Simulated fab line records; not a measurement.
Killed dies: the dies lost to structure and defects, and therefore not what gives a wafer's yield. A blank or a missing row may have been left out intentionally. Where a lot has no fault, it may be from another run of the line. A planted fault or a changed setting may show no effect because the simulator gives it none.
fab line records	flow n5Finfet
record lots=4	wafers=10	lastDay=16
route steps=1938 shown MOL_CONTACT_COAG@523 BEOL_M4@1111 PASSIVATION@1936
lots with no fault: from the same line, run without faults
startH: hours from the record's opening day to when the first of the lot's shown wafers began	waitH: time in hours since the lot's previous step	" same as the row above	L1.1+2: one row covering several wafers at once	- no value, or no start given	* or withheld: withheld	< > ~ a bound
route shown NAME@n: NAME is a module with steps in the file, n the number in the route of the first one	usual: the fault-free wafers' mean and standard deviation	same: alike in all rows	chamber/n: place in a boat	sites: per-site readings	_std_site: standard deviation of those values	_edge_site: inner sites' mean taken away from outer sites' mean	radiusMm: for every site, how far away it sits from the centre of the wafer	mask NAME#n: copy n	behind: tool/chamber where the wafer was last shaped	hold: cause of the lot's hold/its duration in hours/its outcome	device: names the non-switching transistor (n, p or np)	end of line: the tests these same wafers got at the end of their route	a step given without rows: its recipe and nothing more	killed: dies that structure and defects cost at the first sort, which is not the same as the wafer's yield	map: a wafer's dies, marking killed ones x, the rest . and places with no die _
set.NAME: the setting that was run; set.NAME@STEP: the one run at that earlier step	model.NAME: the simulator's own value behind a step, which no gauge read
lots at selected steps of the route; one table per step, one row per wafer
services: from which hour (startH, from the record's first day; less than 0 if before it) a tool's chamber was out of use, for how many hours, and why
## steps
# step N5_MOL_CONTACT_COAG_EXPOSE_05
# recipe maskId=CA	na=0.33	sourceShape=annular	sigmaInner=0.4	sigmaOuter=0.8	polarization=unpolarized	defocusNm=0	doseMj=38.25
# step N5_MOL_CONTACT_COAG_PEB_06
# recipe pebTempC=100	pebTimeS=60	resist=CAR-EUV
# step N5_MOL_CONTACT_COAG_DEVELOP_07
# recipe developTimeS=30	developer=TMAH	resist=CAR-EUV	rinseLiquid=surfactantRinse	dry=airSpin	devTempC=23
# step N5_MOL_CONTACT_COAG_DESCUM_13
# recipe chemistry=O2	timeS=7	sourcePowerW=50	biasPowerW=20	pressureMtorr=20	rfFrequencyHz=2.712e+07	tempC=40	resist=CAR-EUV	o2FlowSccm=225
# step N5_MOL_CONTACT_COAG_ETCH_59
# recipe chemistry=N2/H2	target=underlayer	targetDepthA=130	maskMaterial=CAR-EUV	timeS=10.4	ionEnergyEv=200	pressureMtorr=30	sourceW=840	biasW=150	n2FlowSccm=200	h2FlowSccm=200	ends=cleared
# step N5_MOL_CONTACT_COAG_ETCH_105
# recipe chemistry=CF4	target=SiARC	targetDepthA=156	maskMaterial=CAR-EUV	timeS=26	ionEnergyEv=80	pressureMtorr=40	sourceW=545	biasW=36	Ar_flow_sccm=100	cf4FlowSccm=100	ends=cleared
# step N5_MOL_CONTACT_COAG_ETCH_106
# recipe chemistry=N2/H2	target=SOC	targetDepthA=800	overetchA=160	maskMaterial=SiARC	tempC=40	timeS=120	ionEnergyEv=200	pressureMtorr=30	sourceW=840	biasW=150	n2FlowSccm=200	h2FlowSccm=200
# step N5_MOL_CONTACT_COAG_STRIP_107
# recipe chemistry=N2/H2	tempC=40	n2FlowSccm=200	h2FlowSccm=200	rfFrequencyHz=6e+07
# step N5_MOL_CONTACT_COAG_STRIP_108
# recipe chemistry=N2/H2	tempC=40	n2FlowSccm=200	h2FlowSccm=200	rfFrequencyHz=6e+07
# step N5_MOL_CONTACT_COAG_CONTACT_ETCH_14
# recipe chemistry=C4F6/O2	target=SiO2	targetDepthA=275	overetchA=85	maskMaterial=SOC	pressureMtorr=30	sourceW=370	biasW=185	Ar_flow_sccm=300	C4F6_flow_sccm=16	O2_flow_sccm=10	timeS=20	ionEnergyEv=259.6
# usual chamberPressureMTorr=30.001/0.026	drypumpMotorCurrentA=5.9/0.56	oesProductAu=0.66/0.052	rfVppV=691.1/2.6	showerheadPlenumPTorr=2.83/0.073	throttleValvePct=21.39/0.28
lot.wafer	tool	chamber	startH	waitH	chamberPressureMTorr	drypumpMotorCurrentA	oesProductAu	rfHoursCounterH	rfVppV	showerheadPlenumPTorr	throttleValvePct	model.SOC_of_MOL_CONTACT_COAG_COAT_103.thkNm
L828.3	rieDiel-04	0	119.41	0.0	30.038	6.8	0.62	182	688.7	2.75	21.60	79.2
L828.4	"	2	"	"	29.937	6.1	0.76	27	689.7	2.80	20.86	79
L828.6	"	0	"	"	30.033	6.8	0.63	-	689.2	2.75	21.61	79
L839.4	rieDiel-04	2	178.12	0.0	29.971	6.1	0.61	46	690.8	2.79	20.83	79.2
L839.6	"	3	"	"	29.979	5.3	0.53	-	688.2	2.77	21.43	79.2
L840.1	rieDiel-02	2	183.16	0.0	29.977	5.8	0.63	177	695.4	2.98	21.26	78.8
L840.5	"	2	"	"	30.037	5.8	0.64	-	695.8	2.98	21.27	79
L840.6	"	3	"	"	29.992	5.1	0.62	-	691.7	2.86	21.69	78.8
L842.4	rieDiel-04	2	196.18	0.0	29.999	6.1	0.60	52	690.1	2.79	20.83	79.4
L842.6	"	3	"	"	29.983	5.3	0.52	-	688.1	2.77	21.42	79.4
# step N5_MOL_CONTACT_COAG_STRIP_109
# recipe chemistry=C4F6/O2	resist=SiARC	rfFrequencyHz=6e+07
# step N5_MOL_CONTACT_COAG_ETCH_15
# recipe chemistry=CH3F/O2	target=SiNx	targetDepthA=70	maskMaterial=SOC	stopOn=Si:P	overEtchFrac=0.75	ionEnergyEv=120	pressureMtorr=30	sourceW=395	biasW=73	Ar_flow_sccm=150	CH3F_flow_sccm=30	O2_flow_sccm=20
# usual chamberPressureMTorr=29.998/0.028	drypumpMotorCurrentA=5.9/0.56	oesProductAu=0.57/0.045	rfVppV=297/4.7	showerheadPlenumPTorr=1.96/0.053	throttleValvePct=16.46/0.29
# same overEtchFrac=0.75
lot.wafer	tool	chamber	startH	waitH	chamberPressureMTorr	drypumpMotorCurrentA	oesProductAu	rfHoursCounterH	rfVppV	showerheadPlenumPTorr	throttleValvePct
L828.3	rieDiel-04	0	119.44	0.0	29.961	6.8	0.54	182	300	1.91	16.72
L828.4	"	2	"	"	29.987	6.1	0.66	27	291	1.94	15.94
L828.6	"	0	"	"	29.988	6.8	0.53	-	301	1.91	16.71
L839.4	rieDiel-04	2	178.16	0.0	30.023	6.2	0.32	46	290	1.93	15.94
L839.6	"	3	"	"	30.017	5.3	0.28	-	299	1.92	16.52
L840.1	rieDiel-02	2	183.20	0.0	30.008	5.8	0.54	177	300	2.07	16.35
L840.5	"	2	"	"	30.015	5.8	0.55	-	301	2.07	16.36
L840.6	"	3	"	"	29.998	5.0	0.52	-	290	1.99	16.77
L842.4	rieDiel-04	2	196.22	0.0	30.038	6.1	0.32	52	290	1.93	15.93
L842.6	"	3	"	"	29.934	5.3	0.29	-	299	1.92	16.52
# step N5_MOL_CONTACT_COAG_ETCH_110
# recipe chemistry=CF4/O2	target=Si	targetDepthA=25	timeS=8	pressureMtorr=100	sourceW=200	biasW=12	ionEnergyEv=60	Ar_flow_sccm=100	cf4FlowSccm=100	O2_flow_sccm=10
# usual chamberPressureMTorr=100.01/0.089	drypumpMotorCurrentA=5.9/0.56	oesProductAu=0.77/0.068	rfVppV=127.4/2.4	showerheadPlenumPTorr=2.19/0.055	throttleValvePct=10.9/0.32
lot.wafer	tool	chamber	startH	waitH	chamberPressureMTorr	drypumpMotorCurrentA	oesProductAu	rfHoursCounterH	rfVppV	showerheadPlenumPTorr	throttleValvePct	model.SOC_of_MOL_CONTACT_COAG_COAT_103.thkNm
L828.3	rieDiel-04	0	119.50	0.0	100.18	6.8	0.74	182	129.0	2.12	11.1	74.4
L828.4	"	2	"	"	100.01	6.1	0.92	27	123.1	2.17	10.4	74
L828.6	"	0	"	"	100.15	6.8	0.72	-	128.9	2.12	11.1	74.2
L839.4	rieDiel-04	2	178.22	0.0	99.98	6.1	0.88	46	124.0	2.17	10.4	74.4
L839.6	"	3	"	"	100.00	5.3	0.75	-	129.5	2.14	11.0	74.4
L840.1	rieDiel-02	2	183.26	0.0	100.00	5.8	0.75	177	127.7	2.29	10.8	74
L840.5	"	2	"	"	99.89	5.8	0.76	-	129.6	2.29	10.8	74
L840.6	"	3	"	"	99.77	5.1	0.73	-	122.9	2.22	11.2	73.8
L842.4	rieDiel-04	2	196.28	0.0	99.92	6.1	0.88	52	123.9	2.16	10.4	74.4
L842.6	"	3	"	"	99.85	5.3	0.74	-	127.9	2.14	11.0	74.4
# step N5_MOL_CONTACT_COAG_STRIP_98
# recipe chemistry=N2/H2	powerW=500	tempC=40	pressureMtorr=50	rfFrequencyHz=6e+07	overashFraction=0.3	biasPowerW=8	h2Frac=0.5	n2FlowSccm=300	h2FlowSccm=300
# step N5_MOL_CONTACT_COAG_CD_MEAS_99
# recipe targetCdNm=17.2	polarity=opening
# usual cdNm=17.3/0.36
lot.wafer	tool	chamber	startH	waitH	cdNm
L828.3	cdSem-03	-	119.62	-	17.8
L828.4	"	-	"	"	17.2
L828.6	"	-	"	"	18.2
L839.4	cdSem-02	-	178.34	-	-
L839.6	"	-	"	"	-
L840.1	cdSem-02	-	183.38	-	17.3
L840.5	"	-	"	"	16.8
L840.6	"	-	"	"	17.4
L842.4	cdSem-03	-	196.40	-	-
L842.6	"	-	"	"	-
# step N5_MOL_CONTACT_COAG_IMPLANT_129
# recipe species=Ge	energyKev=3	doseCm2=6e+14	tiltDeg=0	rotationDeg=0
# step N5_MOL_CONTACT_COAG_PRECLEAN_111
# recipe chemistry=NF3:NH3	afsCycles=1	tempC=30	timeS=20	sublimationTempC=180	sublimationTimeS=60	pressureTorr=3	rfPowerW=30
# step N5_MOL_CONTACT_COAG_TI_SIL_19
# recipe material=Ti	targetThkA=42	tempC=200	chamberPressurePa=5	powerW=5000	timeS=15
# step N5_MOL_CONTACT_COAG_ALD_20
# recipe material=TiN	targetThkA=15	tempC=400	aldPrecursorFamily=TiCl4	aldCoReactant=NH3	pulseTimeS=1	purgeTimeS=3	coReactantPurgeTimeS=2	coReactantPulseTimeS=2	aldCycles=68	pressureTorr=3
# step N5_MOL_CONTACT_COAG_SIL_ANNEAL_21
# recipe tempC=550	timeS=60	ambient=N2
# step N5_MOL_CONTACT_COAG_PRE_CLEAN_141
# recipe gas=H2/He	timeS=60	tempC=300
# step N5_MOL_CONTACT_COAG_SPUTTER_143
# recipe material=Co	targetThkA=25	tempC=25	chamberPressurePa=0.2
# step N5_MOL_CONTACT_COAG_CO_FILL_22
# recipe material=Co	targetThkA=200	tempC=200	precursor=CCTBA/H2	pressureTorr=30
# step N5_MOL_CONTACT_COAG_ANNEAL_113
# recipe tempC=400	timeS=300	ambient=H2/N2
# step N5_MOL_CONTACT_COAG_PRE_CLEAN_142
# recipe gas=H2/He	timeS=60	tempC=300
# step N5_MOL_CONTACT_COAG_SPUTTER_130
# recipe material=Co	targetThkA=475	tempC=25	chamberPressurePa=0.5	powerW=3000
# step N5_MOL_CONTACT_COAG_PRECLEAN_125
# recipe chemistry=DIW	timeS=57.5	tempC=23
# step N5_MOL_CONTACT_COAG_SRD_126
# recipe dryTimeS=32	dry=n2Spin	spinRpm=1500
# step N5_MOL_CONTACT_COAG_CMP_23
# recipe stopOn=SiO2	tOverpolishS=1.5	postCmpClean=cuAlkaline	downForcePsi=2	platenRpm=50.289	padVelocityMS=1.0006	targetThkNm=0
# step N5_MOL_CONTACT_COAG_WET_ETCH_26
# recipe target=Co	targetDepthNm=13
# step N5_MOL_CONTACT_COAG_WET_ETCH_116
# recipe chemistry=SC1-inhibited	targetDepthNm=4.6	dry=ipaMarangoni	rinseTimeS=30	rinseTempC=23
# step N5_MOL_CONTACT_COAG_ALD_27
# recipe material=SiOC	targetThkA=170	tempC=400	aldPrecursorFamily=carbosiloxane	aldCoReactant=H2-plasma	pulseTimeS=1.5	timeS=2720	purgeTimeS=2	coReactantPurgeTimeS=2	aldCycles=340	pressureTorr=2
# step N5_MOL_CONTACT_COAG_CMP_28
# recipe stopOn=SiNx	tOverpolishS=0.85	postCmpClean=alkalineBrush	downForcePsi=4.15	platenRpm=51.8	padVelocityMS=1.0307	targetThkNm=14.522
# step N5_MOL_CONTACT_COAG_ALD_123
# recipe material=SiNx	targetThkA=50	tempC=400	aldPrecursorFamily=SiH2I2	aldCoReactant=N2/H2-plasma	pulseTimeS=1	purgeTimeS=2	coReactantPurgeTimeS=2	aldCycles=100	pressureTorr=2
# step N5_MOL_CONTACT_COAG_PECVD_31
# recipe material=SiO2	targetThkA=460	tempC=400	precursor=TEOS/O2	pressureTorr=6.5	rfW=withheld	teosFlowSccm=withheld	gas=O2	flowSccm=2650	timeS=8.9
# step N5_MOL_CONTACT_COAG_COAT_75
# recipe resist=SOC	tempC=250	timeS=60	spinRpm=1500	resistThkNm=60
# step N5_MOL_CONTACT_COAG_CD_MEAS_40
# recipe targetCdNm=25.1	landingEnergyEv=500	detector=seInlens	polarity=opening
# usual cdNm=25.10/0.29
lot.wafer	tool	chamber	startH	waitH	cdNm
L828.3	cdSem-01	0	133.89	-	25.01
L828.4	"	0	"	"	25.53
L828.6	"	0	"	"	25.39
L839.4	cdSem-01	0	188.65	-	-
L839.6	"	0	"	"	-
L840.1	cdSem-03	0	195.73	-	25.00
L840.5	"	0	"	"	25.17
L840.6	"	0	"	"	25.19
L842.4	cdSem-02	0	206.65	-	-
L842.6	"	0	"	"	-
# step N5_BEOL_M4_RC_MEAS_101
# usual DIBL_N=36.4/1.7	DIBL_P=36.4/2.1	IOFF_N=0.16/0.035	IOFF_P=0.21/0.035	ION_N=680/11	ION_P=465/6.8	SS_N=71.5/0.58	SS_P=73.2/0.72	VT_N=249/3.6	VT_P=-250/3.1
lot.wafer	tool	chamber	startH	waitH	DIBL_N[mV/V]	DIBL_P[mV/V]	IOFF_N[nA/um]	IOFF_P[nA/um]	ION_N[uA/um]	ION_P[uA/um]	SS_N[mV/dec]	SS_P[mV/dec]	VT_N[mV]	VT_P[mV]
L828.3	prober-02	0	214.27	0.3	35.4	37.1	0.17	0.19	681	459	71.3	72.8	250	-254
L828.4	"	0	"	"	36.0	38.4	0.18	0.21	686	470	71.8	73.6	248	-250
L828.6	"	0	"	"	37.6	39.5	0.20	0.22	681	463	71.5	73.7	248	-251
L840.1	prober-01	0	268.45	0.0	36.0	36.6	0.15	0.19	662	455	71.2	73.0	252	-254
L840.5	"	0	"	"	35.1	35.7	0.15	0.19	676	466	69.8	72.7	251	-251
L840.6	"	0	"	"	34.2	34.0	0.12	0.16	676	461	70.7	72.3	257	-254
# step N5_PASSIVATION_PROBE_49
# usual defectLimitedYield=91.3/1.4	killed_at_M0_to_M3=36/11	killed_at_M4_up=13/5.2	killedAtContacts=13/6.5	killedAtFrontEnd=37/11	killedAtOther=3.6/2.9	killedDies=103/17	killedOnRim=13/3.6	killedOpen=68/12	killedShort=33/7.3	sort_bin_5_function=5.2/0.91	sort_bin_6_memory=3.2/0.67	sortNPass=1077/17	sortYieldPct=91.3/1.4
# same grossDies=1180	killedAtBackSide=0	sort_bin_4_leakage[%]=0	sort_bin_8_speed[%]=0
lot.wafer	tool	chamber	startH	waitH	defectLimitedYield[%]	killed_at_M0_to_M3	killed_at_M4_up	killedAtContacts	killedAtFrontEnd	killedAtOther	killedDies	killedOnRim	killedOpen	killedShort	sort_bin_5_function[%]	sort_bin_6_memory[%]	sortNPass	sortYieldPct[%]
L828.3	prober-01	-	319.90	0.1	92.4	15	12	13	48	2	90	18	62	28	4.8	2.5	1090	92.4
L828.4	prober-01	-	319.95	0.2	93.1	29	10	10	30	2	81	16	61	20	4.1	2.5	1099	93.1
L828.6	prober-01	-	320.05	0.3	92.8	26	4	14	38	3	85	10	58	27	4.6	2.3	1095	92.8
L839.4	prober-02	-	367.27	0.2	0	32	22	1077	39	10	1180	152	77	35	96.1	3.5	0	0
L839.6	prober-02	-	367.37	0.3	0	31	21	1088	38	2	1180	152	79	29	96.0	3.6	0	0
L842.4	prober-01	-	383.93	0.2	0	32	13	1099	36	0	1180	152	72	27	97.7	2.0	0	0
L842.6	prober-01	-	384.03	0.3	0	17	14	1124	24	1	1180	152	54	24	97.6	2.1	0	0
# killed by level:class
L828.3 FIN_SAQP:geometricParticle:open=15 FIN_SAQP:geometricParticle:short=10 MOL_CONTACT_COAG:geometricParticle:open=9 STI_FIN_REVEAL:geometricParticle:open=8 BEOL_M4:geometricParticle:open=7 BEOL_M0_SAQP:geometricParticle:open=5 BEOL_M0_SAQP:geometricParticle:short=5 MOL_CONTACT_COAG:geometricParticle:short=4
L828.4 FIN_SAQP:geometricParticle:open=8 MOL_CONTACT_COAG:geometricParticle:open=8 BEOL_M0_SAQP:geometricParticle:open=8 BEOL_M3:geometricParticle:open=7 FIN_SAQP:geometricParticle:short=6 STI_FIN_REVEAL:geometricParticle:open=6 BEOL_M2:geometricParticle:open=6 GATE_CUT:geometricParticle:short=4
L828.6 MOL_CONTACT_COAG:geometricParticle:open=12 FIN_SAQP:geometricParticle:open=10 FIN_SAQP:geometricParticle:short=10 STI_FIN_REVEAL:geometricParticle:open=7 BEOL_M0_SAQP:geometricParticle:open=6 BEOL_M2:geometricParticle:open=6 BEOL_M3:geometricParticle:open=4 BEOL_M0_SAQP:geometricParticle:short=4
L839.4 MOL_CONTACT_COAG:areaEtch=1067 FIN_SAQP:geometricParticle:open=12 FIN_SAQP:geometricParticle:short=7 MOL_CONTACT_COAG:geometricParticle:open=7 BEOL_M1:geometricParticle:open=7 BEOL_M5:geometricParticle:open=7 BEOL_M0_SAQP:geometricParticle:open=5 BEOL_M2:geometricParticle:open=5
L839.6 MOL_CONTACT_COAG:areaEtch=1072 MOL_CONTACT_COAG:geometricParticle:open=12 FIN_SAQP:geometricParticle:open=10 BEOL_M0_SAQP:geometricParticle:open=7 DUMMY_GATE:geometricParticle:open=7 BEOL_M0_SAQP:geometricParticle:short=7 BEOL_M1:geometricParticle:open=7 STI_FIN_REVEAL:geometricParticle:open=6
L842.4 MOL_CONTACT_COAG:areaEtch=1080 MOL_CONTACT_COAG:geometricParticle:open=14 FIN_SAQP:geometricParticle:open=11 STI_FIN_REVEAL:geometricParticle:open=11 BEOL_M1:geometricParticle:open=8 BEOL_M2:geometricParticle:open=7 BEOL_M0_SAQP:geometricParticle:short=5 BEOL_M0:geometricParticle:open=5
L842.6 MOL_CONTACT_COAG:areaEtch=1102 MOL_CONTACT_COAG:geometricParticle:open=17 GATE_CUT:geometricParticle:short=7 MOL_CONTACT_COAG:geometricParticle:short=5 BEOL_M3:geometricParticle:open=5 FIN_SAQP:geometricParticle:open=4 STI_FIN_REVEAL:geometricParticle:open=3 STARTING-WAFER:geometricParticle:open=3
# map L839.4 (x killed, . not)
_________________xxxxxxxxxxxx________________
______________xxxxxxxxxxxxxxxxxx_____________
___________xxxxxxxxxxxxxxxxxxxxxxxx__________
__________xxxxxxxxxxxxxxxxxxxxxxxxxx_________
________xxxxxxxxxxxxxxxxxxxxxxxxxxxxxx_______
_______xxxxxxxxxxxxxxxxxxxxxxxxxxxxxxxx______
______xxxxxxxxxxxxxxxxxxxxxxxxxxxxxxxxxx_____
_____xxxxxxxxxxxxxxxxxxxxxxxxxxxxxxxxxxxx____
____xxxxxxxxxxxxxxxxxxxxxxxxxxxxxxxxxxxxxx___
___xxxxxxxxxxxxxxxxxxxxxxxxxxxxxxxxxxxxxxxx__
___xxxxxxxxxxxxxxxxxxxxxxxxxxxxxxxxxxxxxxxx__
__xxxxxxxxxxxxxxxxxxxxxxxxxxxxxxxxxxxxxxxxxx_
__xxxxxxxxxxxxxxxxxxxxxxxxxxxxxxxxxxxxxxxxxx_
_xxxxxxxxxxxxxxxxxxxxxxxxxxxxxxxxxxxxxxxxxxxx
_xxxxxxxxxxxxxxxxxxxxxxxxxxxxxxxxxxxxxxxxxxxx
_xxxxxxxxxxxxxxxxxxxxxxxxxxxxxxxxxxxxxxxxxxxx
_xxxxxxxxxxxxxxxxxxxxxxxxxxxxxxxxxxxxxxxxxxxx
_xxxxxxxxxxxxxxxxxxxxxxxxxxxxxxxxxxxxxxxxxxxx
_xxxxxxxxxxxxxxxxxxxxxxxxxxxxxxxxxxxxxxxxxxxx
_xxxxxxxxxxxxxxxxxxxxxxxxxxxxxxxxxxxxxxxxxxxx
_xxxxxxxxxxxxxxxxxxxxxxxxxxxxxxxxxxxxxxxxxxxx
__xxxxxxxxxxxxxxxxxxxxxxxxxxxxxxxxxxxxxxxxxx_
__xxxxxxxxxxxxxxxxxxxxxxxxxxxxxxxxxxxxxxxxxx_
___xxxxxxxxxxxxxxxxxxxxxxxxxxxxxxxxxxxxxxxx__
___xxxxxxxxxxxxxxxxxxxxxxxxxxxxxxxxxxxxxxxx__
____xxxxxxxxxxxxxxxxxxxxxxxxxxxxxxxxxxxxxx___
_____xxxxxxxxxxxxxxxxxxxxxxxxxxxxxxxxxxxx____
______xxxxxxxxxxxxxxxxxxxxxxxxxxxxxxxxxx_____
_______xxxxxxxxxxxxxxxxxxxxxxxxxxxxxxxx______
________xxxxxxxxxxxxxxxxxxxxxxxxxxxxxx_______
__________xxxxxxxxxxxxxxxxxxxxxxxxxx_________
___________xxxxxxxxxxxxxxxxxxxxxxxx__________
______________xxxxxxxxxxxxxxxxxx_____________
_________________xxxxxxxxxxxx________________
# map L842.4 (x killed, . not)
_________________xxxxxxxxxxxx________________
______________xxxxxxxxxxxxxxxxxx_____________
___________xxxxxxxxxxxxxxxxxxxxxxxx__________
__________xxxxxxxxxxxxxxxxxxxxxxxxxx_________
________xxxxxxxxxxxxxxxxxxxxxxxxxxxxxx_______
_______xxxxxxxxxxxxxxxxxxxxxxxxxxxxxxxx______
______xxxxxxxxxxxxxxxxxxxxxxxxxxxxxxxxxx_____
_____xxxxxxxxxxxxxxxxxxxxxxxxxxxxxxxxxxxx____
____xxxxxxxxxxxxxxxxxxxxxxxxxxxxxxxxxxxxxx___
___xxxxxxxxxxxxxxxxxxxxxxxxxxxxxxxxxxxxxxxx__
___xxxxxxxxxxxxxxxxxxxxxxxxxxxxxxxxxxxxxxxx__
__xxxxxxxxxxxxxxxxxxxxxxxxxxxxxxxxxxxxxxxxxx_
__xxxxxxxxxxxxxxxxxxxxxxxxxxxxxxxxxxxxxxxxxx_
_xxxxxxxxxxxxxxxxxxxxxxxxxxxxxxxxxxxxxxxxxxxx
_xxxxxxxxxxxxxxxxxxxxxxxxxxxxxxxxxxxxxxxxxxxx
_xxxxxxxxxxxxxxxxxxxxxxxxxxxxxxxxxxxxxxxxxxxx
_xxxxxxxxxxxxxxxxxxxxxxxxxxxxxxxxxxxxxxxxxxxx
_xxxxxxxxxxxxxxxxxxxxxxxxxxxxxxxxxxxxxxxxxxxx
_xxxxxxxxxxxxxxxxxxxxxxxxxxxxxxxxxxxxxxxxxxxx
_xxxxxxxxxxxxxxxxxxxxxxxxxxxxxxxxxxxxxxxxxxxx
_xxxxxxxxxxxxxxxxxxxxxxxxxxxxxxxxxxxxxxxxxxxx
__xxxxxxxxxxxxxxxxxxxxxxxxxxxxxxxxxxxxxxxxxx_
__xxxxxxxxxxxxxxxxxxxxxxxxxxxxxxxxxxxxxxxxxx_
___xxxxxxxxxxxxxxxxxxxxxxxxxxxxxxxxxxxxxxxx__
___xxxxxxxxxxxxxxxxxxxxxxxxxxxxxxxxxxxxxxxx__
____xxxxxxxxxxxxxxxxxxxxxxxxxxxxxxxxxxxxxx___
_____xxxxxxxxxxxxxxxxxxxxxxxxxxxxxxxxxxxx____
______xxxxxxxxxxxxxxxxxxxxxxxxxxxxxxxxxx_____
_______xxxxxxxxxxxxxxxxxxxxxxxxxxxxxxxx______
________xxxxxxxxxxxxxxxxxxxxxxxxxxxxxx_______
__________xxxxxxxxxxxxxxxxxxxxxxxxxx_________
___________xxxxxxxxxxxxxxxxxxxxxxxx__________
______________xxxxxxxxxxxxxxxxxx_____________
_________________xxxxxxxxxxxx________________
## services
tool	chamber	startH	hours	kind
rieDiel-04	0	143.65	8.5	repair
## key
firstSign step=N5_MOL_CONTACT_COAG_ETCH_15	reading=oesProductAu	direction=down	sigmas=5.9	usual=0.57	struck=0.30
effect step=N5_MOL_CONTACT_COAG_CD_MEAS_99	reading=cdNm	direction=missing
effect step=N5_MOL_CONTACT_COAG_CD_MEAS_40	reading=cdNm	direction=missing
effect step=N5_PASSIVATION_PROBE_49	reading=killedAtContacts	direction=up	sigmas=99+	usual=13	struck=1097
modelEffect step=N5_MOL_CONTACT_COAG_CONTACT_ETCH_14	value=SOC_of_MOL_CONTACT_COAG_COAT_103.thkNm	without=78.55	struck=79.3
modelEffect step=N5_MOL_CONTACT_COAG_ETCH_110	value=SOC_of_MOL_CONTACT_COAG_COAT_103.thkNm	without=73.65	struck=74.4
moreKillsBornAt N5_MOL_CONTACT_COAG_CONTACT_ETCH_14@rieDiel-04=4321
metAt N5_MOL_CONTACT_COAG_CONTACT_ETCH_14
struckWafers L839.4,L839.6,L842.4,L842.6
laterRowsLeftOut L839.4,L839.6,L842.4,L842.6
onsetBetween 119.41 178.12
alsoFits N5_MOL_CONTACT_COAG_ETCH_15:rieDiel-04
fault kind=processParameterDrift	tool=rieDiel-04	chamber=-	onsetH=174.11	steps=N5_MOL_CONTACT_COAG_CONTACT_ETCH_14	channel=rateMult	offset=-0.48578	shape=step	endH=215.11	scope=struckWafersOnly
# laterRowsLeftOut: the simulator's readings of these wafers behind a module that went badly wrong aren't trusted and aren't shown, but for the sort
